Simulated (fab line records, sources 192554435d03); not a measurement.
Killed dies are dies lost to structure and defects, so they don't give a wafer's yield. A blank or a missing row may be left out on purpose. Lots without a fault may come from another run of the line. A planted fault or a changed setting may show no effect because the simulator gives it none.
Which tool did it? | flow n5_finfet | 24 lots, 72 wafers sampled, at 6 steps of a route of 1938

WHAT THE GAUGES READ, wafer by wafer
N5_PMOS_HMC_CHANNEL_EPI_CD_MEAS_09: target cd 237.4 nm.
lot  | measured    | on        | cd_nm (nm)
L074 | day 1 17:26 | cd_sem-03 | 234.7 235.9 234.9
L075 | day 2 03:28 | cd_sem-03 | 238.2 237.3 238.7
L076 | day 2 05:36 | cd_sem-01 | 235.7 236.8 235.7
L077 | day 2 11:34 | cd_sem-02 | 237.2 236.2 237.3
L078 | day 2 17:26 | cd_sem-03 | 236.6 237.8 238.2
L079 | day 3 01:56 | cd_sem-02 | 238.8 240.5 238.5
L080 | day 3 06:51 | cd_sem-02 | 237.5 238.8 238.8
L081 | day 3 12:07 | cd_sem-02 | 238.9 239.7 239.2
L082 | day 3 17:36 | cd_sem-03 | 236.4 236.6 238.3
L083 | day 4 00:37 | cd_sem-01 | 241.6 239.2 239.0
L084 | day 4 05:44 | cd_sem-03 | 238.0 237.9 238.9
L085 | day 4 12:07 | cd_sem-03 | 239.8 237.4 237.1
L086 | day 4 18:07 | cd_sem-03 | 237.1 235.4 236.6
L087 | day 4 23:28 | cd_sem-02 | 239.5 239.1 236.0
L088 | day 5 05:12 | cd_sem-03 | 238.8 236.5 240.1
L089 | day 5 11:13 | cd_sem-03 | 239.4 237.2 237.6
L090 | day 5 17:43 | cd_sem-02 | 237.6 237.9 237.4
L091 | day 5 23:17 | cd_sem-02 | 238.1 239.2 238.0
L092 | day 6 05:28 | cd_sem-02 | 237.0 239.3 238.6
L093 | day 6 11:42 | cd_sem-03 | 237.6 239.7 238.9
L094 | day 6 18:25 | cd_sem-01 | 238.4 238.3 236.4
L095 | day 6 23:16 | cd_sem-01 | 239.6 238.0 238.6
L096 | day 7 06:49 | cd_sem-02 | 236.3 239.8 238.0
L097 | day 7 12:15 | cd_sem-02 | 238.4 238.3 240.2

N5_PMOS_HMC_CHANNEL_EPI_INSPECT_30: inspects for defects (darkfield).
lot  | measured    | on                | raw_defect_count
L074 | day 1 20:21 | defect_inspect-02 | 16 27 21
L075 | day 2 06:33 | defect_inspect-01 | 23 19 18
L076 | day 2 08:56 | defect_inspect-01 | 18 23 16
L077 | day 2 14:47 | defect_inspect-01 | 22 20 19
L078 | day 2 22:34 | defect_inspect-02 | 17 10 15
L079 | day 3 05:39 | defect_inspect-02 | 20 14 18
L080 | day 3 10:52 | defect_inspect-01 | 11 24 30
L081 | day 3 15:08 | defect_inspect-01 | 24 18 20
L082 | day 3 20:51 | defect_inspect-02 | 16 16 17
L083 | day 4 03:49 | defect_inspect-02 | 24 34 18
L084 | day 4 09:52 | defect_inspect-01 | 19 12 11
L085 | day 4 16:17 | defect_inspect-01 | 17 25 23
L086 | day 4 22:04 | defect_inspect-02 | 23 17 34
L087 | day 5 02:48 | defect_inspect-01 | 25 13 21
L088 | day 5 08:33 | defect_inspect-02 | 31 17 18
L089 | day 5 14:26 | defect_inspect-02 | 12 20 18
L090 | day 5 20:38 | defect_inspect-01 | 19 15 13
L091 | day 6 02:31 | defect_inspect-02 | 14 27 16
L092 | day 6 08:47 | defect_inspect-01 | 11 21 23
L093 | day 6 14:38 | defect_inspect-01 | 23 25 29
L094 | day 6 22:20 | defect_inspect-01 | 15 14 11
L095 | day 7 02:51 | defect_inspect-02 | 25 18 18
L096 | day 7 10:11 | defect_inspect-02 | 17 16 15
L097 | day 7 15:20 | defect_inspect-02 | 21 30 24

N5_FIN_SAQP_CD_MEAS_16: target cd 35.6 nm.
lot  | measured    | on        | cd_nm (nm)
L074 | day 1 21:50 | cd_sem-02 | 36.2 36.1 35.9
L075 | day 2 07:53 | cd_sem-01 | 36.0 36.1 35.8
L076 | day 2 10:17 | cd_sem-01 | 35.7 35.7 35.3
L077 | day 2 17:29 | cd_sem-01 | 35.5 35.9 35.6
L078 | day 2 23:47 | cd_sem-01 | 36.1 35.6 35.5
L079 | day 3 09:09 | cd_sem-03 | 35.3 35.8 34.8
L080 | day 3 13:55 | cd_sem-03 | 35.1 35.6 34.6
L081 | day 3 17:17 | cd_sem-03 | 35.0 34.9 35.2
L082 | day 3 22:22 | cd_sem-02 | 35.4 35.7 36.1
L083 | day 4 05:01 | cd_sem-03 | 35.2 35.9 35.7
L084 | day 4 11:07 | cd_sem-01 | 35.4 35.1 35.5
L085 | day 4 17:59 | cd_sem-02 | 35.7 35.5 35.1
L086 | day 4 23:50 | cd_sem-03 | 36.0 35.1 35.3
L087 | day 5 04:29 | cd_sem-02 | 35.2 35.0 34.5
L088 | day 5 09:46 | cd_sem-02 | 36.4 35.8 36.0
L089 | day 5 15:45 | cd_sem-03 | 35.9 36.0 35.9
L090 | day 5 21:58 | cd_sem-03 | 35.6 35.0 35.9
L091 | day 6 03:51 | cd_sem-03 | 35.6 36.0 35.4
L092 | day 6 10:10 | cd_sem-02 | 35.6 35.5 35.4
L093 | day 6 15:58 | cd_sem-02 | 35.2 35.6 34.5
L094 | day 6 23:44 | cd_sem-03 | 34.9 35.0 36.0
L095 | day 7 04:22 | cd_sem-02 | 35.2 35.4 35.7
L096 | day 7 11:25 | cd_sem-01 | 35.9 35.4 34.9
L097 | day 7 16:44 | cd_sem-01 | 35.9 35.4 35.4

WHICH TOOL RAN EACH LOT (tool, then ch and the chambers of the sampled wafers, then the start)
lot  | N5_PMOS_HMC_CHANNEL_EPI_DESCUM_14 | N5_PMOS_HMC_CHANNEL_EPI_ETCH_38 | N5_FIN_SAQP_ALD_61
L074 | rie_diel-02 ch 1,2,3, day 1 17:31 | rie_si-05 ch 0,1,2, day 1 17:57 | ald_sin-03 ch 0,1, day 1 20:28
L075 | rie_diel-02 ch 0,1,3, day 2 03:43 | rie_si-04 ch 1,2,3, day 2 04:09 | ald_sin-02 ch 0,2,3, day 2 06:41
L076 | rie_diel-06 ch 2,3, day 2 05:41   | rie_si-03 ch 0,1,3, day 2 06:07 | ald_sin-02 ch 1,2, day 2 09:03
L077 | rie_diel-01 ch 1,2,3, day 2 11:39 | rie_si-04 ch 1,2, day 2 12:05   | ald_sin-04 ch 0,1,2, day 2 16:14
L078 | rie_diel-01 ch 0,2,3, day 2 19:44 | rie_si-04 ch 1,3, day 2 20:10   | ald_sin-04 ch 0,1, day 2 22:42
L079 | rie_diel-01 ch 0,1, day 3 02:41   | rie_si-04 ch 0,2,3, day 3 03:07 | ald_sin-03 ch 0,1,2, day 3 08:05
L080 | rie_diel-01 ch 1,2, day 3 07:37   | rie_si-05 ch 0,1,3, day 3 08:04 | ald_sin-04 ch 0,3, day 3 12:42
L081 | rie_diel-06 ch 0,2,3, day 3 12:16 | rie_si-03 ch 0,3, day 3 12:43   | ald_sin-04 ch 1,2,3, day 3 16:02
L082 | rie_diel-01 ch 0,2,3, day 3 17:41 | rie_si-03 ch 1,2,3, day 3 18:08 | ald_sin-04 ch 0,1,3, day 3 21:09
L083 | rie_diel-06 ch 0,1,3, day 4 00:50 | rie_si-04 ch 0,2,3, day 4 01:17 | ald_sin-04 ch 1,3, day 4 03:57
L084 | rie_diel-06 ch 1,2, day 4 05:49   | rie_si-03 ch 0,1,3, day 4 06:16 | ald_sin-03 ch 1,2, day 4 09:59
L085 | rie_diel-01 ch 1,2,3, day 4 12:53 | rie_si-03 ch 0,2,3, day 4 13:20 | ald_sin-03 ch 0,2,3, day 4 16:54
L086 | rie_diel-06 ch 0,2,3, day 4 18:12 | rie_si-04 ch 0,1, day 4 18:38   | ald_sin-04 ch 0,1,2, day 4 22:46
L087 | rie_diel-02 ch 0,1,3, day 4 23:33 | rie_si-05 ch 0,1,2, day 4 23:59 | ald_sin-03 ch 2,3, day 5 03:20
L088 | rie_diel-02 ch 0,1, day 5 05:25   | rie_si-03 ch 1,3, day 5 05:51   | ald_sin-02 ch 0,2,3, day 5 08:41
L089 | rie_diel-02 ch 0,1,3, day 5 11:17 | rie_si-05 ch 1,2,3, day 5 11:44 | ald_sin-03 ch 0,1,3, day 5 14:33
L090 | rie_diel-01 ch 1,2, day 5 17:48   | rie_si-05 ch 0,3, day 5 18:14   | ald_sin-04 ch 0,3, day 5 20:46
L091 | rie_diel-06 ch 0,1,2, day 5 23:23 | rie_si-03 ch 0,2,3, day 5 23:49 | ald_sin-04 ch 0,2,3, day 6 02:43
L092 | rie_diel-02 ch 0,2,3, day 6 05:33 | rie_si-05 ch 0,2,3, day 6 06:01 | ald_sin-04 ch 0,1, day 6 08:54
L093 | rie_diel-02 ch 2,3, day 6 11:47   | rie_si-03 ch 0,3, day 6 12:14   | ald_sin-03 ch 0,1,3, day 6 14:46
L094 | rie_diel-02 ch 0,1,2, day 6 18:30 | rie_si-04 ch 0,3, day 6 18:58   | ald_sin-02 ch 0,2,3, day 6 22:38
L095 | rie_diel-02 ch 0,1, day 6 23:22   | rie_si-03 ch 2,3, day 7 00:00   | ald_sin-03 ch 2,3, day 7 03:17
L096 | rie_diel-06 ch 0,1,2, day 7 06:58 | rie_si-03 ch 0,1,2, day 7 07:23 | ald_sin-03 ch 0,1,3, day 7 10:19
L097 | rie_diel-02 ch 0,2,3, day 7 12:20 | rie_si-04 ch 0,1,3, day 7 12:47 | ald_sin-03 ch 0,1,2, day 7 15:32
- N5_PMOS_HMC_CHANNEL_EPI_DESCUM_14: chemistry O2, time 7.9 s.
- N5_PMOS_HMC_CHANNEL_EPI_ETCH_38: etches SiO2 in CF4, target depth 1.5 nm.
- N5_FIN_SAQP_ALD_61: deposits SiO2, target thk 4 nm, pulse time 1 s, purge time 2 s.

WHAT THE TOOLS THEMSELVES READ (means of the sampled wafers that have a number; where no wafer has one, the mark that the record gives instead)
N5_PMOS_HMC_CHANNEL_EPI_DESCUM_14.
lot  | tool        | drypump_motor_current_A (A) | oes_product_au (a.u.) | rf_vpp_V (V) | showerhead_plenum_p_Torr (Torr) | throttle_valve_pct (%)
L074 | rie_diel-02 | 5.8                         | 0.74                  | 243.1        | 2.13                            | 20.44
L075 | rie_diel-02 | 6.0                         | 0.82                  | 243.7        | 2.13                            | 20.42
L076 | rie_diel-06 | 6.3                         | 0.75                  | 244.2        | 2.14                            | 20.65
L077 | rie_diel-01 | 5.9                         | 0.85                  | 243.1        | 2.13                            | 20.76
L078 | rie_diel-01 | 5.5                         | 0.84                  | 242.9        | 2.12                            | 20.72
L079 | rie_diel-01 | 5.6                         | 0.72                  | 243.6        | 2.09                            | 20.74
L080 | rie_diel-01 | 5.7                         | 0.85                  | 244.9        | 2.19                            | 20.67
L081 | rie_diel-06 | 5.9                         | 0.78                  | 244.2        | 2.15                            | 20.57
L082 | rie_diel-01 | 5.5                         | 0.84                  | 243.4        | 2.12                            | 20.72
L083 | rie_diel-06 | 5.8                         | 0.73                  | 242.2        | 2.07                            | 20.69
L084 | rie_diel-06 | 5.6                         | 0.77                  | 242.8        | 2.08                            | 20.37
L085 | rie_diel-01 | 5.9                         | 0.81                  | 242.9        | 2.12                            | 20.79
L086 | rie_diel-06 | 5.9                         | 0.77                  | 243.3        | 2.14                            | 20.59
L087 | rie_diel-02 | 6.0                         | 0.79                  | 244.5        | 2.13                            | 20.44
L088 | rie_diel-02 | 5.5                         | 0.78                  | 244.0        | 2.14                            | 20.45
L089 | rie_diel-02 | 6.0                         | 0.80                  | 243.8        | 2.13                            | 20.44
L090 | rie_diel-01 | 5.7                         | 0.81                  | 244.4        | 2.18                            | 20.70
L091 | rie_diel-06 | 5.5                         | 0.79                  | 242.9        | 2.12                            | 20.44
L092 | rie_diel-02 | 6.1                         | 0.77                  | 243.1        | 2.11                            | 20.40
L093 | rie_diel-02 | 5.9                         | 0.70                  | 242.1        | 2.10                            | 20.43
L094 | rie_diel-02 | 5.6                         | 0.75                  | 243.0        | 2.11                            | 20.41
L095 | rie_diel-02 | 5.5                         | 0.77                  | 244.0        | 2.13                            | 20.47
L096 | rie_diel-06 | 5.5                         | 0.78                  | 243.4        | 2.11                            | 20.46
L097 | rie_diel-02 | 6.1                         | 0.76                  | 243.0        | 2.10                            | 20.41

N5_PMOS_HMC_CHANNEL_EPI_ETCH_38.
lot  | tool      | drypump_motor_current_A (A) | oes_product_au (a.u.) | throttle_valve_pct (%)
L074 | rie_si-05 | 5.6                         | 0.985                 | 21.92
L075 | rie_si-04 | 5.9                         | 1.018                 | 22.03
L076 | rie_si-03 | 5.8                         | 1.017                 | 21.74
L077 | rie_si-04 | 5.8                         | 1.025                 | 22.11
L078 | rie_si-04 | 6.4                         | 1.018                 | 22.13
L079 | rie_si-04 | 5.6                         | 0.996                 | 21.90
L080 | rie_si-05 | 5.8                         | 1.002                 | 21.71
L081 | rie_si-03 | 5.7                         | 1.007                 | 21.77
L082 | rie_si-03 | 6.0                         | 1.010                 | 21.69
L083 | rie_si-04 | 5.6                         | 0.997                 | 21.90
L084 | rie_si-03 | 5.8                         | 1.017                 | 21.75
L085 | rie_si-03 | 5.8                         | 0.988                 | 21.71
L086 | rie_si-04 | 6.0                         | 1.018                 | 22.06
L087 | rie_si-05 | 5.6                         | 0.982                 | 21.93
L088 | rie_si-03 | 6.0                         | 1.021                 | 21.57
L089 | rie_si-05 | 5.7                         | 0.977                 | 21.73
L090 | rie_si-05 | 6.3                         | 0.993                 | 21.57
L091 | rie_si-03 | 5.8                         | 0.970                 | 21.72
L092 | rie_si-05 | 6.0                         | 0.987                 | 21.79
L093 | rie_si-03 | 5.7                         | 0.957                 | 21.76
L094 | rie_si-04 | 5.8                         | 0.999                 | 21.87
L095 | rie_si-03 | 5.9                         | 0.997                 | 21.66
L096 | rie_si-03 | 5.7                         | 0.978                 | 21.85
L097 | rie_si-04 | 6.1                         | 1.004                 | 21.98

N5_FIN_SAQP_ALD_61.
lot  | tool       | heater_power_w (W) | precursor_pulse_height_rel
L074 | ald_sin-03 | 459                | 0.978
L075 | ald_sin-02 | 479                | 1.008
L076 | ald_sin-02 | 460                | 1.010
L077 | ald_sin-04 | 490                | 0.992
L078 | ald_sin-04 | 460                | 1.006
L079 | ald_sin-03 | 478                | 1.007
L080 | ald_sin-04 | 423                | 0.989
L081 | ald_sin-04 | 509                | 0.998
L082 | ald_sin-04 | 476                | 1.002
L083 | ald_sin-04 | 505                | 0.986
L084 | ald_sin-03 | 503                | 1.006
L085 | ald_sin-03 | 461                | 0.999
L086 | ald_sin-04 | 489                | 1.012
L087 | ald_sin-03 | 493                | 1.000
L088 | ald_sin-02 | 468                | 0.987
L089 | ald_sin-03 | 470                | 0.983
L090 | ald_sin-04 | 420                | 0.989
L091 | ald_sin-04 | 453                | 0.993
L092 | ald_sin-04 | 458                | 1.010
L093 | ald_sin-03 | 469                | 0.995
L094 | ald_sin-02 | 467                | 0.994
L095 | ald_sin-03 | 476                | 1.001
L096 | ald_sin-03 | 479                | 0.979
L097 | ald_sin-03 | 465                | 0.992

THE ANSWER, worked out from the rows above alone
Rule: what is usual is taken from the lots themselves. Put in order of their means at a reading, lots are off if they are a third of the lots or fewer, leave a main group of 4 or more, and stand apart from it by a gap of 3 or more times the standard deviation of the main group's means; of several such gaps the widest counts. A main group whose means are all the same, to the digits that the tables above print for the reading, isn't used. A lot without any number at a reading at which 4 lots or more have one is off too. The other lots that the step has rows for count as sound. The gauges are gone through in route order, then the tools' own readings, and for those a lot's mean is taken as printed above. The first step at which some lot is off is used, and at that step the reading that is off furthest; a lot without a number counts as furthest.
No lot is off at any reading shown: from this, nothing can be told.

WHAT THE SIMULATOR HAD PUT IN
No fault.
